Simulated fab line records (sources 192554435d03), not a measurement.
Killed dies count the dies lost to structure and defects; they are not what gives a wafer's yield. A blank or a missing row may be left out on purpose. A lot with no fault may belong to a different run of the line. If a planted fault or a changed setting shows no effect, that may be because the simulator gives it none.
fab line records	flow n5_finfet
record: lots: 7	wafers: 21
route steps=1938 shown BEOL_M13@1665 BEOL_M15@1776 MIM_TOP@1835 MIM_BOT_ETCH@1866 PASSIVATION@1901
start_h: start of the lot's first displayed wafer, in hours after the record's first day	wait_h: how many hours have passed since the lot's step before this one	" as in the row above	L1.1+2: a row that stands for several wafers	- no value present, or no start provided	* or withheld: withheld	< > ~ a bound
route shown NAME@n: NAME is a module with steps in the file, n the number in the route of the first one	usual: the fault-free wafers' mean and standard deviation	same: alike in all rows	chamber/n: place in a boat	sites: readings site by site	_std_site: the values' standard deviation	_edge_site: outer sites' mean less inner sites'	radius_mm: for every site, how far away it sits from the centre of the wafer	mask NAME#n: copy n	behind: the most recent tool/chamber to have shaped the wafer	hold: why the lot went on hold/how many hours it stayed there/how the hold came to an end	device: the transistor (n, p or np) that didn't switch	end of line: at the end of the route, the tests of the same wafers	a step with no rows: only its recipe	killed: at the first sort, the dies lost to defects and structure; wafer yield is something else	map: per-die view of a wafer (x killed, . not killed, _ where there is no die)
set.NAME: the setting the step ran with; set.NAME@STEP: the setting that earlier step ran with	model.NAME: the simulator's own value behind a step, which no gauge read
lots whose settings were changed on purpose; a table a step, a row a wafer
== steps ==
step: N5_BEOL_M13_EXPOSE_07
recipe: mask_id: V12	na: 0.93	source_shape: conventional	sigma_outer: 0.6	polarization: unpolarized	attpsm_phase_deg: 180	dose_mj: 24.8
lot.wafer	tool	chamber	start_h	wait_h	mask	set.dose_mj
L078.1+3	krf_scanner-01	0	261.33	-	V12#0	24.8
L078.5	"	0	"	"	V12#0	24.13
L081.1+2+5	krf_scanner-02	0	285.54	-	V12#0	24.8
L088.3+5+6	krf_scanner-02	0	320.17	-	V12#0	24.8
L093.3+5+6	krf_scanner-01	0	346.95	-	V12#0	24.8
L094.1+6	krf_scanner-01	0	367.49	-	V12#0	23.62
L094.2	"	0	"	"	V12#0	24.8
L096.1	krf_scanner-01	0	377.20	-	V12#0	23.7
L096.2+6	"	0	"	"	V12#0	24.8
L097.1	krf_scanner-02	0	382.02	-	V12#0	24.8
L097.2+5	"	0	"	"	V12#0	23.31
step: N5_BEOL_M13_PEB_08
recipe: peb_temp_c: 130	peb_time_s: 90
step: N5_BEOL_M13_DEVELOP_09
recipe: develop_time_s: 45	rinse_liquid: diw	dry: air_spin	dev_temp_c: 21
step: N5_BEOL_M13_HARDBAKE_14
recipe: temp_c: 130	time_s: 120
step: N5_BEOL_M13_CD_MEAS_10
recipe: target_cd_nm: 190	landing_energy_ev: 500	detector: se_inlens	polarity: opening
usual: cd_nm: 190.0/1.1
lot.wafer	tool	chamber	start_h	wait_h	set.dose_mj@BEOL_M13_EXPOSE_07	cd_nm
L078.1	cd_sem-03	0	261.50	-	24.8	190.9
L078.3	"	0	"	"	24.8	189.2
L078.5	"	0	"	"	24.13	185.5
L081.1	cd_sem-01	0	285.71	-	24.8	190.5
L081.2	"	0	"	"	24.8	190.3
L081.5	"	0	"	"	24.8	189.9
L088.3	cd_sem-02	0	320.34	-	24.8	189.7
L088.5	"	0	"	"	24.8	190.3
L088.6	"	0	"	"	24.8	188.2
L093.3	cd_sem-03	0	347.12	-	24.8	190.8
L093.5	"	0	"	"	24.8	189.9
L093.6	"	0	"	"	24.8	190.0
L094.1	cd_sem-03	0	367.67	-	23.62	186.9
L094.2	"	0	"	"	24.8	190.5
L094.6	"	0	"	"	23.62	186.4
L096.1	cd_sem-01	0	377.37	-	23.7	188.7
L096.2	"	0	"	"	24.8	191.4
L096.6	"	0	"	"	24.8	192.7
L097.1	cd_sem-03	0	382.19	-	24.8	189.5
L097.2	"	0	"	"	23.31	182.5
L097.5	"	0	"	"	23.31	183.7
step: N5_BEOL_M13_DESCUM_15
recipe: chemistry: O2	time_s: 7.9	source_power_w: 50	bias_power_w: 20	pressure_mtorr: 20	rf_frequency_hz: 2.712e+07	temp_c: 40	o2_flow_sccm: 225
step: N5_BEOL_M13_ETCH_59
recipe: chemistry: N2/H2	target: BARC	target_depth_a: 890	overetch_a: 267	time_s: 67.9	ion_energy_ev: 200	pressure_mtorr: 30	source_w: 840	bias_w: 150	n2_flow_sccm: 200	h2_flow_sccm: 200
lot.wafer	tool	chamber	start_h	wait_h	set.spin_rpm@BEOL_M13_COAT_04	model.coat_of_BEOL_M13_COAT_04.thk_nm
L078.1	rie_diel-02	1	261.62	0.0	1625	318
L078.3	"	2	"	"	1565	324.8
L078.5	"	2	"	"	1565	325.2
L081.1	rie_diel-01	0	285.84	0.0	1805	297.4
L081.2	"	2	"	"	1625	315.6
L081.5	"	1	"	"	1625	316.8
L088.3	rie_diel-02	0	320.96	0.0	1625	319.2
L088.5	"	0	"	"	1625	316.8
L088.6	"	3	"	"	1625	318.4
L093.3	rie_diel-02	0	347.73	0.0	1625	318.2
L093.5	"	3	"	"	1625	317.8
L093.6	"	2	"	"	1527	331
L094.1	rie_diel-01	0	367.79	0.0	1625	318.2
L094.2	"	2	"	"	1464	338.2
L094.6	"	3	"	"	1625	319.2
L096.1	rie_diel-03	3	377.49	0.0	1683	307.4
L096.2	"	1	"	"	1683	308.4
L096.6	"	3	"	"	1625	314.6
L097.1	rie_diel-01	2	382.37	0.0	1780	297.4
L097.2	"	1	"	"	1625	317.6
L097.5	"	1	"	"	1780	299
step: N5_BEOL_M13_VIA_ETCH_16
recipe: chemistry: C4F8/O2/Ar	target: SiOC	pressure_mtorr: 30	source_w: 3000	bias_w: 700	Ar_flow_sccm: 400	C4F8_flow_sccm: 15	O2_flow_sccm: 8	he_inner_torr: 15	he_outer_torr: 30	target_depth_a: 9217	time_s: withheld	ion_energy_ev: 250	ends: cleared
lot.wafer	tool	chamber	start_h	wait_h	set.spin_rpm@BEOL_M13_COAT_04	model.coat_of_BEOL_M13_COAT_04.thk_nm
L078.1	rie_diel-02	1	261.67	0.0	1625	71.8
L078.3	"	2	"	"	1565	79
L078.5	"	2	"	"	1565	72.6
L081.1	rie_diel-01	0	285.89	0.0	1805	53
L081.2	"	2	"	"	1625	73.6
L081.5	"	1	"	"	1625	69.2
L088.3	rie_diel-02	0	321.01	0.0	1625	67.4
L088.5	"	0	"	"	1625	67
L088.6	"	3	"	"	1625	71
L093.3	rie_diel-02	0	347.78	0.0	1625	73.2
L093.5	"	3	"	"	1625	72.6
L093.6	"	2	"	"	1527	83.2
L094.1	rie_diel-01	0	367.84	0.0	1625	69
L094.2	"	2	"	"	1464	93.2
L094.6	"	3	"	"	1625	67.6
L096.1	rie_diel-03	3	377.55	0.0	1683	61.2
L096.2	"	1	"	"	1683	64.6
L096.6	"	3	"	"	1625	66.4
L097.1	rie_diel-01	2	382.42	0.0	1780	51
L097.2	"	1	"	"	1625	75.2
L097.5	"	1	"	"	1780	50.4
step: N5_BEOL_M13_STRIP_63
recipe: chemistry: N2/H2	power_w: 1000	temp_c: 250	h2_frac: 0.65	overash_fraction: 0.3	pressure_mtorr: 1000	n2_flow_sccm: 1750	h2_flow_sccm: 3250
usual: strip_time_to_endpoint_s: 28.0/0.99
lot.wafer	tool	chamber	start_h	wait_h	set.spin_rpm@BEOL_M13_COAT_04	strip_time_to_endpoint_s
L078.1	plasma_asher-02	0	261.91	-	1625	28.2
L078.3	"	1	"	"	1565	30.3
L078.5	"	0	"	"	1565	28.4
L081.1	plasma_asher-01	1	286.12	-	1805	22.5
L081.2	"	0	"	"	1625	28.7
L081.5	"	0	"	"	1625	27.4
L088.3	plasma_asher-01	1	321.26	-	1625	26.9
L088.5	"	0	"	"	1625	26.8
L088.6	"	1	"	"	1625	28.0
L093.3	plasma_asher-02	1	348.04	-	1625	28.6
L093.5	"	0	"	"	1625	28.4
L093.6	"	1	"	"	1527	31.5
L094.1	plasma_asher-01	0	368.08	-	1625	27.4
L094.2	"	1	"	"	1464	34.3
L094.6	"	1	"	"	1625	26.9
L096.1	plasma_asher-01	0	377.78	-	1683	25.1
L096.2	"	1	"	"	1683	26.0
L096.6	"	0	"	"	1625	26.6
L097.1	plasma_asher-02	0	382.66	-	1780	21.9
L097.2	"	1	"	"	1625	29.2
L097.5	"	0	"	"	1780	21.7
step: N5_BEOL_M13_STRIP_64
recipe: chemistry: N2/H2	power_w: 1000	temp_c: 250	h2_frac: 0.65	overash_fraction: 0.3	pressure_mtorr: withheld	n2_flow_sccm: 1750	h2_flow_sccm: 3250
step: N5_BEOL_M13_STRIP_71
recipe: chemistry: post_etch_residue_remover	time_s: 60	temp_c: 25	remover_ph: withheld	remover_water_wt_pct: withheld	remover_fluoride_wt_pct: withheld
step: N5_BEOL_M13_SRD_72
recipe: time_s: 30	temp_c: 23	rinse_liquid: diw	dry: n2_spin	spin_rpm: 1500	dry_time_s: 30
step: N5_BEOL_M13_CD_MEAS_17
recipe: target_cd_nm: 190	polarity: opening
usual: cd_nm: 190.3/1.3
lot.wafer	tool	chamber	start_h	wait_h	set.dose_mj@BEOL_M13_EXPOSE_07	cd_nm
L078.1	cd_sem-02	-	262.12	0.0	24.8	191.0
L078.3	"	-	"	"	24.8	189.6
L078.5	"	-	"	"	24.13	185.7
L081.1	cd_sem-02	-	286.33	0.0	24.8	190.5
L081.2	"	-	"	"	24.8	190.6
L081.5	"	-	"	"	24.8	188.9
L088.3	cd_sem-01	-	321.45	0.0	24.8	189.9
L088.5	"	-	"	"	24.8	190.8
L088.6	"	-	"	"	24.8	188.2
L093.3	cd_sem-02	-	348.23	0.0	24.8	193.3
L093.5	"	-	"	"	24.8	191.6
L093.6	"	-	"	"	24.8	192.1
L094.1	cd_sem-02	-	368.28	0.0	23.62	186.7
L094.2	"	-	"	"	24.8	191.4
L094.6	"	-	"	"	23.62	186.6
L096.1	cd_sem-01	-	378.03	0.0	23.7	189.3
L096.2	"	-	"	"	24.8	191.8
L096.6	"	-	"	"	24.8	193.2
L097.1	cd_sem-02	-	382.87	0.0	24.8	188.9
L097.2	"	-	"	"	23.31	181.6
L097.5	"	-	"	"	23.31	183.3
step: N5_BEOL_M15_COAT_04
recipe: spin_rpm: 1704	resist_thk_nm: 800
lot.wafer	tool	chamber	start_h	wait_h	set.spin_rpm	model.coat_of_BEOL_M15_COAT_04.thk_nm
L078.1	litho_track-05	0	-	-	1821	776.8
L078.3	"	0	"	"	1821	774.6
L078.5	"	0	"	"	1704	801
L081.1	litho_track-05	0	-	-	1565	840
L081.2	"	0	"	"	1704	802.4
L081.5	"	0	"	"	1704	802.6
L088.3	litho_track-04	0	-	-	1704	797
L088.5	"	0	"	"	1704	796.4
L088.6	"	0	"	"	1704	796.6
L093.3	litho_track-03	0	-	-	1704	801
L093.5	"	0	"	"	1704	799.4
L093.6	"	0	"	"	1704	801.2
L094.1	litho_track-04	0	-	-	1704	799.6
L094.2	"	0	"	"	1704	795.2
L094.6	"	0	"	"	1704	799
L096.1	litho_track-03	0	-	-	1776	785.2
L096.2	"	0	"	"	1704	800.4
L096.6	"	0	"	"	1776	782.8
L097.1	litho_track-05	0	-	-	1756	788.2
L097.2	"	0	"	"	1704	802.2
L097.5	"	0	"	"	1756	791.6
step: N5_BEOL_M15_EBR_06
recipe: solvent: PGMEA	ebr_width_mm: 1.5
step: N5_BEOL_M15_SOFTBAKE_05
recipe: temp_c: 130	time_s: 60
step: N5_BEOL_M15_DESCUM_15
recipe: chemistry: O2	time_s: 7.9	source_power_w: 50	bias_power_w: 20	pressure_mtorr: 20	rf_frequency_hz: 2.712e+07	temp_c: 40	o2_flow_sccm: 225
step: N5_BEOL_M15_ETCH_59
recipe: chemistry: N2/H2	target: BARC	target_depth_a: 890	overetch_a: 267	time_s: 67.9	ion_energy_ev: 200	pressure_mtorr: 30	source_w: 840	bias_w: 150	n2_flow_sccm: 200	h2_flow_sccm: 200
step: N5_BEOL_M15_VIA_ETCH_16
recipe: chemistry: C4F8/O2/Ar	target: SiO2	he_inner_torr: 15	he_outer_torr: 30	target_depth_a: 17922	time_s: withheld	ion_energy_ev: 800	pressure_mtorr: 20	source_w: 1905	bias_w: 2040	Ar_flow_sccm: 400	C4F8_flow_sccm: 16	O2_flow_sccm: 12	ends: cleared
lot.wafer	tool	chamber	start_h	wait_h	set.spin_rpm@BEOL_M15_COAT_04	model.coat_of_BEOL_M15_COAT_04.thk_nm
L078.1	rie_diel-01	1	272.74	0.0	1821	309.8
L078.3	"	3	"	"	1821	312.2
L078.5	"	1	"	"	1704	327.8
L081.1	rie_diel-02	2	295.44	0.0	1565	367.6
L081.2	"	0	"	"	1704	343.2
L081.5	"	0	"	"	1704	333.6
L088.3	rie_diel-03	2	339.16	0.0	1704	332.8
L088.5	"	3	"	"	1704	321.8
L088.6	"	2	"	"	1704	327.4
L093.3+6	rie_diel-03	0,3	359.74	0.1	1704	330
L093.5	"	0	"	"	1704	323.4
L094.1	rie_diel-01	0	378.32	0.0	1704	336.4
L094.2	"	3	"	"	1704	329.6
L094.6	"	2	"	"	1704	324.2
L096.1	rie_diel-01	2	388.26	0.0	1776	320.6
L096.2	"	3	"	"	1704	339.2
L096.6	"	0	"	"	1776	318.6
L097.1	rie_diel-01	3	396.50	0.0	1756	321.8
L097.2	"	0	"	"	1704	341.2
L097.5	"	3	"	"	1756	316.6
step: N5_MIM_TOP_ALD_01
recipe: material: HfO2	target_thk_a: 56	temp_c: withheld	ald_precursor_family: Hf-amide	ald_co_reactant: O3	pulse_time_s: 1	purge_time_s: 3	co_reactant_purge_time_s: 2	co_reactant_pulse_time_s: 3	ald_cycles: 62
lot.wafer	tool	chamber	start_h	wait_h	set.ald_cycles	model.HfO2_of_MIM_TOP_ALD_01.thk_nm
L078.1	ald_hk-03	1	-	-	62	5.6
L078.3+5	"	3,0	"	"	55	5
L081.1+2+5	ald_hk-02	2,1,0	-	-	62	5.6
L088.3+5+6	ald_hk-02	3,2,1	-	-	62	5.6
L093.3+5+6	ald_hk-01	1,1,0	-	-	62	5.6
L094.1	ald_hk-02	1	-	-	62	5.6
L094.2+6	"	3,0	"	"	69	6.2
L096.1+6	ald_hk-01	3	-	-	58	5.2
L096.2	"	1	"	"	62	5.6
L097.1	ald_hk-02	1	-	-	62	5.6
L097.2	"	3	"	"	52	4.8
L097.5	"	1	"	"	52	4.6
step: N5_MIM_BOT_ETCH_ETCH_04
recipe: chemistry: CF4/O2	target: SiNx	target_depth_a: 260	time_s: 13	ion_energy_ev: 100	pressure_mtorr: 40	source_w: 535	bias_w: 49	Ar_flow_sccm: 100	cf4_flow_sccm: 100	O2_flow_sccm: 10
usual: rf_vpp_V: 241.6/2.1
lot.wafer	tool	chamber	start_h	wait_h	set.source_w	rf_vpp_V	model.etch.depth_nm
L078.1	rie_diel-05	2	281.23	0.0	461.4	260.8	22.68
L078.3	"	1	"	"	535	244.4	25.81
L078.5	"	2	"	"	461.4	261.4	22.93
L081.1	rie_diel-06	0	305.96	0.0	535	237.8	25.67
L081.2	"	1	"	"	591.9	227.6	27.94
L081.5	"	0	"	"	591.9	225.8	27.83
L088.3	rie_diel-04	2	350.73	0.0	535	242.0	26.1
L088.5	"	3	"	"	535	241.4	26.22
L088.6	"	0	"	"	535	245.3	25.63
L093.3	rie_diel-05	2	371.02	0.0	535	240.6	25.75
L093.5	"	0	"	"	535	241.5	25.83
L093.6	"	1	"	"	535	246.1	25.61
L094.1	rie_diel-05	0	387.96	0.0	535	239.6	25.81
L094.2	"	1	"	"	535	243.5	25.84
L094.6	"	0	"	"	535	241.4	25.9
L096.1	rie_diel-05	1	401.48	0.1	535	244.5	25.56
L096.2	"	0	"	"	535	237.9	25.6
L096.6	"	1	"	"	503.1	252.7	24.24
L097.1	rie_diel-05	2	406.94	0.0	535	241.3	25.81
L097.2	"	0	"	"	535	240.8	25.74
L097.5	"	2	"	"	535	240.1	25.87
step: N5_PASSIVATION_EXPOSE_27
recipe: mask_id: PAD	na: 0.55	source_shape: conventional	sigma_outer: 0.8	polarization: unpolarized	defocus_nm: 0	dose_mj: 32.3
lot.wafer	tool	chamber	start_h	wait_h	mask	set.dose_mj
L078.1+3	krf_scanner-01	0	283.74	-	PAD#0	32.3
L078.5	"	0	"	"	PAD#0	30.17
L081.1+5	krf_scanner-01	0	309.13	-	PAD#0	34.41
L081.2	"	0	"	"	PAD#0	32.3
L088.3+5+6	krf_scanner-02	0	355.61	-	PAD#0	32.3
L093.3	krf_scanner-02	0	375.59	-	PAD#0	30.18
L093.5+6	"	0	"	"	PAD#0	32.3
L094.1	krf_scanner-01	0	395.70	-	PAD#0	34.61
L094.2+6	"	0	"	"	PAD#0	32.3
L096.1	krf_scanner-02	0	405.37	-	PAD#0	32.3
L096.2+6	"	0	"	"	PAD#0	30.75
L097.1	krf_scanner-02	0	410.67	-	PAD#0	32.3
L097.2+5	"	0	"	"	PAD#0	30.52
step: N5_PASSIVATION_PEB_28
recipe: peb_temp_c: withheld	peb_time_s: *
step: N5_PASSIVATION_DEVELOP_29
recipe: develop_time_s: 60	rinse_liquid: diw	dry: air_spin	dev_temp_c: 21
step: N5_PASSIVATION_HARDBAKE_31
recipe: temp_c: 130	time_s: 120
step: N5_PASSIVATION_CD_MEAS_30
recipe: target_cd_nm: 4000	landing_energy_ev: 500	detector: se_inlens	polarity: opening
usual: cd_nm: 3999.6/1.7
lot.wafer	tool	chamber	start_h	wait_h	set.dose_mj@PASSIVATION_EXPOSE_27	cd_nm
L078.1	cd_sem-02	0	283.92	-	32.3	3997.3
L078.3	"	0	"	"	32.3	3997.1
L078.5	"	0	"	"	30.17	3985.1
L081.1	cd_sem-01	0	309.31	-	34.41	4012.1
L081.2	"	0	"	"	32.3	4002.2
L081.5	"	0	"	"	34.41	4013.0
L088.3	cd_sem-02	0	355.78	-	32.3	3997.5
L088.5	"	0	"	"	32.3	3999.8
L088.6	"	0	"	"	32.3	3999.4
L093.3	cd_sem-02	0	375.76	-	30.18	3988.5
L093.5	"	0	"	"	32.3	3997.9
L093.6	"	0	"	"	32.3	3998.8
L094.1	cd_sem-03	0	395.88	-	34.61	4012.4
L094.2	"	0	"	"	32.3	4001.9
L094.6	"	0	"	"	32.3	4000.0
L096.1	cd_sem-03	0	405.54	-	32.3	3999.3
L096.2	"	0	"	"	30.75	3990.5
L096.6	"	0	"	"	30.75	3990.1
L097.1	cd_sem-03	0	410.85	-	32.3	3999.7
L097.2	"	0	"	"	30.52	3990.7
L097.5	"	0	"	"	30.52	3988.6
== key ==
split: step: N5_BEOL_M13_EXPOSE_07	setting: dose_mj	stated: 24.8	by: wafer
response: step: N5_BEOL_M13_CD_MEAS_10	reading: cd_nm	change: +0.979	per: 1%	r: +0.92
response: step: N5_BEOL_M13_CD_MEAS_17	reading: cd_nm	change: +1.03	per: 1%	r: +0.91
split: step: N5_BEOL_M15_COAT_04	setting: spin_rpm	stated: 1704	by: wafer
response: step: N5_BEOL_M15_COAT_04	reading: model.coat_of_BEOL_M15_COAT_04.thk_nm	change: -4.16	per: 1%	r: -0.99
response: step: N5_BEOL_M15_VIA_ETCH_16	reading: model.coat_of_BEOL_M15_COAT_04.thk_nm	change: -3.57	per: 1%	r: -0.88
split: step: N5_MIM_TOP_ALD_01	setting: ald_cycles	stated: 62	by: wafer
response: step: N5_MIM_TOP_ALD_01	reading: model.HfO2_of_MIM_TOP_ALD_01.thk_nm	change: +0.055	per: 1%	r: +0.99
split: step: N5_MIM_BOT_ETCH_ETCH_04	setting: source_w	stated: 535	by: wafer
response: step: N5_MIM_BOT_ETCH_ETCH_04	reading: rf_vpp_V	change: -1.23	per: 1%	r: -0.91
response: step: N5_MIM_BOT_ETCH_ETCH_04	reading: model.etch.depth_nm	change: +0.216	per: 1%	r: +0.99
split: step: N5_PASSIVATION_EXPOSE_27	setting: dose_mj	stated: 32.3	by: wafer
response: step: N5_PASSIVATION_CD_MEAS_30	reading: cd_nm	change: +1.68	per: 1%	r: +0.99
split outside_this_file step=N5_BEOL_M13_COAT_04 setting=spin_rpm
split outside_this_file: this setting was split too, and the file shows its column; the key of that split is in another file
